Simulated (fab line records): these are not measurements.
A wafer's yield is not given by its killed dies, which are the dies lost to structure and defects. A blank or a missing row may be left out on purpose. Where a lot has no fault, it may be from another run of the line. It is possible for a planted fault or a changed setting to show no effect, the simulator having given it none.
fab line records    flow n5_finfet
[record] lots = 5  wafers = 11  last_day = 16
route steps=1938 shown MOL_CONTACT_COAG@623 BEOL_M0_SAQP@632 BEOL_M0@715 BEOL_M4@1111 PASSIVATION@1936
lots that met no fault: taken from a fault-free run of the same line
start_h: start of the lot's first displayed wafer, in hours after the record's first day    wait_h: hours elapsed since this lot's preceding step    " unchanged from the row above    L1.1+2: a row that stands for several wafers    - no value present, or no start provided    * or withheld: withheld    < > ~ a bound
route shown NAME@n: NAME is a module with steps in the file, n the number in the route of the first one    usual: mean/standard deviation taken from wafers without a fault    same: alike in all rows    chamber/n: place in a boat    sites: the reading at each site    _std_site: the standard deviation of these    _edge_site: mean of outer sites minus mean of inner sites    radius_mm: how far each site lies from the wafer's centre    mask NAME#n: copy n    behind: the tool/chamber that last shaped the wafer    hold: the reason the lot was held/the length of the hold in hours/how it ended    device: which transistor (n, p or np) failed to switch    end of line: the route-end tests of the same wafers    a step with no rows: only its recipe    killed: not the wafer's yield, but the dies lost to structure and defects at the first sort    map: a wafer's dies, marking killed ones x, the rest . and places with no die _
set.NAME: the setting the step ran with; set.NAME@STEP: the setting that earlier step ran with    model.NAME: the simulator's own value behind a step, which no gauge read
lots at selected steps of the route; one table per step, one row per wafer
services: the hour from which a tool's chamber was out of use, counted from the record's first day as start_h (under 0 if before that day), plus the number of hours and why
[[steps]]
[step N5_MOL_CONTACT_COAG_PRE_CLEAN_121]
[recipe] gas = H2/He  time_s = *  temp_c = withheld
[step N5_MOL_CONTACT_COAG_CVD_140]
[recipe] material = W  target_thk_a = 665  mode = selective_fill  temp_c = 300  time_s = 215
[step N5_MOL_CONTACT_COAG_PRECLEAN_127]
[recipe] chemistry = DIW  time_s = 57.5  temp_c = 23
[step N5_MOL_CONTACT_COAG_SRD_128]
[recipe] dry_time_s = 32  dry = n2_spin  spin_rpm = 1500
[step N5_MOL_CONTACT_COAG_CMP_52]
[recipe] stop_on = SiO2  t_overpolish_s = 1.5  post_cmp_clean = w_dilute_nh4oh  down_force_psi = 4  platen_rpm = 50.289  pad_velocity_m_s = 1.0006  target_thk_nm = 66.5
[step N5_MOL_CONTACT_COAG_ANNEAL_112]
[recipe] temp_c = 400  time_s = 1800  ambient = HPD2  pressure_atm = 10
[step N5_BEOL_M0_SAQP_PECVD_00]
[recipe] material = SiCN  target_thk_a = 80  temp_c = withheld  precursor = 3MS/NH3  pressure_torr = 3  rf_w = 202  time_s = 14
[step N5_BEOL_M0_SAQP_ILD_DEP_01]
[recipe] material = SiOC  target_thk_a = 454.19  temp_c = 350  precursor = DEMS/O2  pressure_torr = 5  rf_w = 500  time_s = 8.7
[step N5_BEOL_M0_SAQP_HM_DEP_02]
[recipe] material = TiN  target_thk_a = 120  temp_c = 25  chamber_pressure_pa = 0.49996
[step N5_BEOL_M0_SAQP_PECVD_03]
[recipe] material = SiCN  target_thk_a = 120  temp_c = withheld  precursor = 3MS/NH3  pressure_torr = 3  rf_w = 202  time_s = 21.1
[usual] run_length_s = 51.1/0.54  showerhead_plenum_p_Torr = 3.663/0.0094  throttle_valve_pct = 9.1/0.52
lot.wafer  tool      chamber  start_h  wait_h  run_length_s  showerhead_plenum_p_Torr  throttle_valve_pct  model.SiCN_of_BEOL_M0_SAQP_PECVD_03.thk_nm
L611.3     pecvd-02  1        139.00   0.1     51.1          3.667                     9.8                 12
L611.4     "         1        "        "       50.7          3.660                     9.6                 12.2
L611.5     "         0        "        "       51.1          3.672                     9.7                 12
L618.5     pecvd-02  2        196.03   0.0     58.2          3.652                     9.1                 15.6
L618.6     "         0        "        "       57.2          3.671                     9.9                 15.2
L619.3     pecvd-02  0        197.83   0.1     50.9          3.673                     9.6                 12
L619.5     "         0        "        "       56.4          3.670                     9.5                 15.6
L622.1     pecvd-02  2        215.64   0.1     52.4          3.638                     9.0                 12
L622.5     "         1        "        "       56.5          3.666                     9.6                 15.6
L623.1     pecvd-03  0        219.58   0.1     51.3          3.659                     9.0                 12
L623.3     "         1        "        "       50.5          3.654                     9.3                 12.2
[step N5_BEOL_M0_SAQP_PECVD_96]
[recipe] material = a-Si  target_thk_a = 450  temp_c = 350  precursor = SiH4/He  pressure_torr = 3  rf_w = 100  time_s = 45.2
[step N5_BEOL_M0_SAQP_PECVD_97]
[recipe] material = SiNx  target_thk_a = 230  temp_c = 350  precursor = SiH4/NH3/N2  pressure_torr = 1.5  rf_w = 300  time_s = 19.9
[step N5_BEOL_M0_SAQP_PECVD_04]
[recipe] material = a-Si  target_thk_a = 600  temp_c = 350  precursor = SiH4/He  pressure_torr = 3  rf_w = 100  time_s = 60.2
[step N5_BEOL_M0_SAQP_HM_DEP_111]
[recipe] material = SiO2  target_thk_a = 120  temp_c = 400  precursor = SiH4/N2O  pressure_torr = 0.75  rf_w = 275  time_s = 7.2
[step N5_BEOL_M0_SAQP_COAT_81]
[recipe] resist = SOC  temp_c = 250  time_s = 60  spin_rpm = 1500  resist_thk_nm = 100
[step N5_BEOL_M0_SAQP_COAT_82]
[recipe] resist = SiARC  temp_c = 220  time_s = 60  spin_rpm = 1500  resist_thk_nm = 30
[step N5_BEOL_M0_SAQP_COAT_08]
[recipe] resist = CAR-ArF  spin_rpm = 1500  resist_thk_nm = 90
[step N5_BEOL_M0_SAQP_EBR_10]
[recipe] solvent = PGMEA  ebr_width_mm = 1.5
[step N5_BEOL_M0_SAQP_SOFTBAKE_09]
[recipe] temp_c = 110  time_s = 60  resist = CAR-ArF
[step N5_BEOL_M0_SAQP_EXPOSE_11]
[recipe] mask_id = M0_CORE  na = 1.35  source_shape = dipole  sigma_inner = 0.538  sigma_outer = 0.738  polarization = te  target_cd_nm = 42  dose_mj = 55
[step N5_BEOL_M0_SAQP_PEB_12]
[recipe] peb_temp_c = withheld  peb_time_s = 60  resist = CAR-ArF
[step N5_BEOL_M0_SAQP_DEVELOP_13]
[recipe] develop_time_s = 30  developer = TMAH  resist = CAR-ArF  dev_temp_c = 23  rinse_liquid = diw  dry = air_spin
[step N5_BEOL_M0_SAQP_DESCUM_19]
[recipe] chemistry = O2  time_s = 7.9  source_power_w = 50  bias_power_w = 20  pressure_mtorr = 20  rf_frequency_hz = 2.712e+07  temp_c = 40  resist = CAR-ArF  o2_flow_sccm = 225
[step N5_BEOL_M0_SAQP_ETCH_83]
[recipe] chemistry = CF4  target = SiARC  target_depth_a = 390  mask_material = CAR-ArF  time_s = 65  ion_energy_ev = 80  pressure_mtorr = 40  source_w = 545  bias_w = 36  Ar_flow_sccm = 100  cf4_flow_sccm = 100  ends = cleared
[step N5_BEOL_M0_SAQP_ETCH_84]
[recipe] chemistry = N2/H2  target = SOC  target_depth_a = 1000  overetch_a = 200  mask_material = SiARC  temp_c = 40  time_s = 150  ion_energy_ev = 200  pressure_mtorr = 30  source_w = 840  bias_w = 150  n2_flow_sccm = 200  h2_flow_sccm = 200
[step N5_BEOL_M0_SAQP_STRIP_80]
[recipe] chemistry = N2/H2  temp_c = 40  n2_flow_sccm = 200  h2_flow_sccm = 200  rf_frequency_hz = 6e+07
[step N5_BEOL_M0_SAQP_HM_OPEN_112]
[recipe] chemistry = CHF3/O2  target = SiO2  stop_on = a-Si  target_depth_a = 120  over_etch_frac = 1.25  mask_material = SOC  time_s = 13.5  pressure_mtorr = 30  source_w = 650  bias_w = 170  Ar_flow_sccm = 200  CHF3_flow_sccm = 50  O2_flow_sccm = 5  ion_energy_ev = 200  ends = end_point
[step N5_BEOL_M0_SAQP_STRIP_113]
[recipe] chemistry = CHF3/O2  resist = SiARC  rf_frequency_hz = 6e+07
[step N5_BEOL_M0_SAQP_MANDREL_ETCH_20]
[recipe] target_depth_a = 600  chemistry = HBr/Cl2  target = a-Si  stop_on = SiNx  bt_time_s = 10  mask_material = SOC  over_etch_frac = 0.5  time_s = 30  pressure_mtorr = 10  icp_w = 800  bias_w = 75  HBr_flow_sccm = 150  Cl2_flow_sccm = 80  ends = end_point
[step N5_BEOL_M0_SAQP_STRIP_86]
[recipe] chemistry = N2/H2  power_w = 500  temp_c = 40  pressure_mtorr = 50  rf_frequency_hz = 6e+07  overash_fraction = 0.3  bias_power_w = 28  h2_frac = 0.5  n2_flow_sccm = 300  h2_flow_sccm = 300
[step N5_BEOL_M0_SAQP_STRIP_115]
[recipe] chemistry = post_etch_residue_remover  time_s = 60  temp_c = 25  remover_ph = withheld  remover_water_wt_pct = withheld  remover_fluoride_wt_pct = withheld
[step N5_BEOL_M0_SAQP_SRD_93]
[recipe] dry = ipa_marangoni  time_s = 30  temp_c = 23  rinse_liquid = diw
[step N5_BEOL_M0_SAQP_RECESS_114]
[recipe] chemistry = HF/NH3  target = SiO2  target_depth_a = 144  afs_cycles = 3  temp_c = 30  sublimation_temp_c = 180  sublimation_time_s = 60
[step N5_BEOL_M0_SAQP_SPACER1_ALD_98]
[recipe] material = SiO2  target_thk_a = 128  temp_c = 300  ald_precursor_family = BDEAS  ald_co_reactant = O2-plasma  pulse_time_s = 1  purge_time_s = 2  co_reactant_purge_time_s = 2  ald_cycles = 138  pressure_torr = 2
[step N5_BEOL_M0_SAQP_SPACER1_ETCHBACK_99]
[recipe] chemistry = CHF3/O2  mode = anisotropic_etchback  target = SiO2  target_depth_a = 154  time_s = 7.7  pressure_mtorr = 30  source_w = 650  bias_w = 170  Ar_flow_sccm = 200  CHF3_flow_sccm = 50  O2_flow_sccm = 5  ion_energy_ev = 200
[step N5_BEOL_M0_SAQP_RECESS_109]
[recipe] chemistry = HF/NH3  target = SiO2  target_depth_a = 30  afs_cycles = 1  temp_c = 30  sublimation_temp_c = 180  sublimation_time_s = 60
[usual] drypump_motor_current_A = 5.59/0.26
lot.wafer  tool           chamber  start_h  wait_h  drypump_motor_current_A  model.SiCN_of_BEOL_M0_SAQP_PECVD_03.thk_nm
L611.3     vapor_etch-01  1        142.38   0.1     5.72                     8.4
L611.4     "              0        "        "       5.57                     8.8
L611.5     "              1        "        "       5.72                     8.4
L618.5     vapor_etch-01  0        202.93   0.6     5.59                     12
L618.6     "              1        "        "       5.72                     11.6
L619.3     vapor_etch-01  1        205.19   0.7     5.73                     8.6
L619.5     "              0        "        "       5.59                     12
L622.1     vapor_etch-02  0        219.21   0.0     5.90                     8.6
L622.5     "              1        "        "       5.19                     12.2
L623.1     vapor_etch-01  0        222.80   0.0     5.58                     8.4
L623.3     "              0        "        "       5.58                     8.8
[step N5_BEOL_M0_ETCH_138]
[recipe] chemistry = CH3F/O2  target_depth_a = 120  target = SiCN  time_s = 31.6  ion_energy_ev = 120  pressure_mtorr = 30  source_w = 395  bias_w = 75  Ar_flow_sccm = 150  CH3F_flow_sccm = 30  O2_flow_sccm = 20  ends = cleared
[usual] drypump_motor_current_A = 5.6/0.41  etch_rf_on_time_s = 29.1/1.2  oes_product_au = 0.69/0.08  rf_vpp_V = 297.2/1.1  showerhead_plenum_p_Torr = 1.99/0.048  throttle_valve_pct = 16.36/0.15
lot.wafer  tool         chamber  start_h  wait_h  drypump_motor_current_A  etch_rf_on_time_s  oes_product_au  rf_hours_counter_h  rf_vpp_V  showerhead_plenum_p_Torr  throttle_valve_pct  model.etch.depth_nm
L611.3     rie_diel-04  2        145.28   0.0     5.5                      28.4               0.79            18                  296.1     1.94                      16.26               8.384
L611.4     "            3        "        "       6.2                      30.0               0.60            224                 298.6     2.05                      16.38               8.725
L611.5     "            3        "        "       6.3                      28.6               0.61            -                   298.4     2.05                      16.37               8.407
L618.5     rie_diel-05  0        208.92   0.0     6.0                      32.3               0.59            -                   294.2     1.89                      16.37               9.231
L618.6     "            1        "        "       5.3                      31.3               0.78            -                   297.5     2.05                      16.43               9.231
L619.3     rie_diel-04  0        209.93   0.0     4.8                      29.3               0.71            86                  299.0     2.02                      16.22               8.629
L619.5     "            0        "        "       4.8                      31.1               0.71            -                   297.8     2.02                      16.19               9.231
L622.1     rie_diel-05  2        222.21   0.0     5.3                      30.8               0.63            130                 296.4     2.00                      16.27               8.611
L622.5     "            2        "        "       5.3                      33.3               0.63            -                   297.1     2.00                      16.28               9.231
L623.1     rie_diel-05  2        225.97   0.0     5.3                      30.2               0.62            131                 298.0     2.00                      16.26               8.415
L623.3     "            1        "        "       5.3                      29.7               0.76            33                  297.5     2.05                      16.43               8.766
[step N5_BEOL_M0_ETCH_128]
[recipe] chemistry = CF4/N2  target_depth_a = 120  overetch_a = 51  target = SiCN  time_s = 21.4  ion_energy_ev = 150  pressure_mtorr = 40  source_w = 430  bias_w = 70  Ar_flow_sccm = 100  cf4_flow_sccm = 60  n2_flow_sccm = 60
[usual] drypump_motor_current_A = 5.6/0.42  n2_flow_sccm = 60.00/0.18  oes_product_au = 0.55/0.064  rf_vpp_V = 382.3/1.5  showerhead_plenum_p_Torr = 2.21/0.049  throttle_valve_pct = 15.47/0.18
[same] time_s = 21.4
lot.wafer  tool         chamber  start_h  wait_h  drypump_motor_current_A  n2_flow_sccm  oes_product_au  rf_hours_counter_h  rf_vpp_V  showerhead_plenum_p_Torr  throttle_valve_pct  model.etch.depth_nm
L611.3     rie_diel-04  2        146.68   0.0     5.5                      60.29         0.63            18                  383.2     2.15                      15.33               8.384
L611.4     "            3        "        "       6.3                      59.68         0.50            225                 385.1     2.26                      15.49               8.725
L611.5     "            3        "        "       6.3                      59.80         0.49            -                   383.2     2.26                      15.49               8.407
L618.5     rie_diel-03  1        209.83   0.3     6.3                      60.15         0.66            -                   381.4     2.22                      15.41               12.03
L618.6     "            2        "        "       5.3                      59.85         0.55            -                   384.3     2.25                      15.78               11.63
L619.3     rie_diel-05  1        211.07   0.0     5.3                      60.08         0.62            27                  384.2     2.26                      15.46               8.629
L619.5     "            3        "        "       5.8                      59.94         0.58            -                   381.5     2.20                      15.84               11.99
L622.1     rie_diel-04  0        224.77   0.0     4.8                      60.23         0.56            91                  383.5     2.22                      15.29               8.611
L622.5     "            0        "        "       4.8                      60.09         0.67            -                   383.6     2.22                      15.29               12.18
L623.1     rie_diel-05  1        226.55   0.2     5.3                      60.00         0.60            33                  383.0     2.26                      15.49               8.415
L623.3     "            0        "        "       6.0                      60.03         0.48            202                 380.1     2.09                      15.55               8.766
[step N5_BEOL_M4_RC_MEAS_101]
[usual] DIBL_N = 36.0/2  DIBL_P = 35.9/2.5  IOFF_N = 0.16/0.038  IOFF_P = 0.21/0.04  ION_N = 675/14  ION_P = 462/9.4  SS_N = 71.5/0.75  SS_P = 73.2/0.74  VT_N = 250/3.9  VT_P = -251/3.2
lot.wafer  tool       chamber  start_h  wait_h  DIBL_N[mV/V]  DIBL_P[mV/V]  IOFF_N[nA/um]  IOFF_P[nA/um]  ION_N[uA/um]  ION_P[uA/um]  SS_N[mV/dec]  SS_P[mV/dec]  VT_N[mV]  VT_P[mV]
L611.3     prober-01  0        197.43   0.3     39.6          40.5          0.21           0.26           679           463           72.7          73.6          247       -250
L611.4     "          0        "        "       35.5          36.5          0.13           0.19           644           446           70.8          73.6          255       -254
L611.5     "          0        "        "       38.2          37.5          0.19           0.20           671           452           72.4          74.1          249       -255
L619.3     prober-01  0        249.79   0.3     36.9          37.5          0.18           0.20           678           464           71.6          73.8          246       -254
L619.5     "          0        "        "       37.2          38.8          0.17           0.21           688           463           71.5          73.6          249       -255
L618.5     prober-02  0        250.08   0.6     37.5          38.2          0.17           0.21           671           453           72.0          73.8          248       -251
L618.6     "          0        "        "       35.7          38.0          0.14           0.21           654           455           71.7          73.3          252       -250
L622.1     prober-01  0        267.94   0.0     36.5          35.5          0.16           0.18           661           451           71.1          72.7          249       -250
L622.5     "          0        "        "       35.1          36.1          0.15           0.20           675           463           70.7          72.5          248       -251
L623.1     prober-01  0        272.02   0.0     38.9          39.8          0.22           0.27           684           464           73.3          74.5          247       -247
L623.3     "          0        "        "       38.0          39.2          0.19           0.26           668           462           72.7          74.7          249       -245
[step N5_PASSIVATION_PROBE_49]
[usual] defect_limited_yield = 91.3/1.5  killed_at_M0_to_M3 = 33/12  killed_at_M4_up = 15/5.2  killed_at_contacts = 12/5.1  killed_at_front_end = 39/11  killed_at_other = 5/3.6  killed_dies = 103/18  killed_on_rim = 14/4.3  killed_open = 67/13  killed_short = 33/7.8  sort_bin_5_function = 5.1/0.96  sort_bin_6_memory = 3.2/0.71  sort_n_pass = 1077/18  sort_yield_pct = 91.3/1.5
[same] gross_dies = 1180  killed_at_back_side = 0  sort_bin_4_leakage[%] = 0  sort_bin_8_speed[%] = 0
lot.wafer  tool       chamber  start_h  wait_h  defect_limited_yield[%]  killed_at_M0_to_M3  killed_at_M4_up  killed_at_contacts  killed_at_front_end  killed_at_other  killed_dies  killed_on_rim  killed_open  killed_short  sort_bin_5_function[%]  sort_bin_6_memory[%]  sort_n_pass  sort_yield_pct[%]
L623.1     prober-02  -        378.11   0.0     91.9                     22                  11               11                  47                   5                96           7              70           24            4.6                     3.4                   1084         91.9
L623.3     prober-02  -        378.21   0.1     92.8                     23                  13               10                  35                   4                85           8              59           26            4.6                     2.5                   1095         92.8
// killed by level:class
L623.1 MOL_CONTACT_COAG:geometric_particle:open=10 STI_FIN_REVEAL:geometric_particle:open=7 GATE_CUT:geometric_particle:open=6 BEOL_M0_SAQP:geometric_particle:open=6 DUMMY_GATE:geometric_particle:open=5 BEOL_M1:geometric_particle:open=5 FIN_SAQP:geometric_particle:open=4 STI_FIN_REVEAL:geometric_particle:short=4
L623.3 BEOL_M1:geometric_particle:open=11 MOL_CONTACT_COAG:geometric_particle:open=8 GATE_CUT:geometric_particle:open=7 GATE_CUT:geometric_particle:short=6 STI_FIN_REVEAL:geometric_particle:open=5 BEOL_M0_SAQP:geometric_particle:open=5 BEOL_M0_SAQP:geometric_particle:short=4 BEOL_M4:geometric_particle:open=4
[[services]]
tool         chamber  start_h  hours  kind
rie_diel-04  3        149.33   7.2    repair
rie_diel-04  2        169.75   12.7   repair
rie_diel-03  0        180.04   -      clean
rie_diel-03  0        180.04   -      consumable_replace:focus_ring
rie_diel-03  0        180.04   25.4   scheduled_down
rie_diel-03  0        180.04   25.4   vent_cycle
pecvd-02     -        199.08   14.6   pm
rie_diel-04  2        205.62   6.8    repair
rie_diel-03  2        222.26   -      clean
rie_diel-03  2        222.26   -      consumable_replace:focus_ring
rie_diel-03  2        222.26   19.4   scheduled_down
rie_diel-03  2        222.26   19.4   vent_cycle
[[key]]
[first_sign] step = N5_BEOL_M0_SAQP_PECVD_03  reading = run_length_s  direction = up  sigmas = 11  usual = *  struck = *
effect none on later readings
[model_effect] step = N5_BEOL_M0_SAQP_PECVD_03  value = SiCN_of_BEOL_M0_SAQP_PECVD_03.thk_nm  without = 12.15  struck = 15.5
[model_effect] step = N5_BEOL_M0_SAQP_RECESS_109  value = SiCN_of_BEOL_M0_SAQP_PECVD_03.thk_nm  without = 8.55  struck = 11.95
[model_effect] step = N5_BEOL_M0_ETCH_138  value = etch.depth_nm  without = 8.603  struck = 9.231
[model_effect] step = N5_BEOL_M0_ETCH_128  value = etch.depth_nm  without = 8.603  struck = 11.95
met_at N5_BEOL_M0_SAQP_PECVD_03
struck_wafers L618.5,L618.6,L619.5,L622.5
[baseline_loss] step = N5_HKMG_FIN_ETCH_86  wafers = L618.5
onset_between 139.00 196.03
[fault] kind = process_parameter_drift  tool = pecvd-02  chamber = -  onset_h = 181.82  steps = N5_BEOL_M0_SAQP_PECVD_03  channel = time_s  offset = *  shape = step  end_h = 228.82  scope = struck_wafers_only  acts_in = *  stated = *
// baseline_loss: these wafers lose ten dies or more at that step, a loss of the line's own and not of a fault; the sort's usual values leave them out
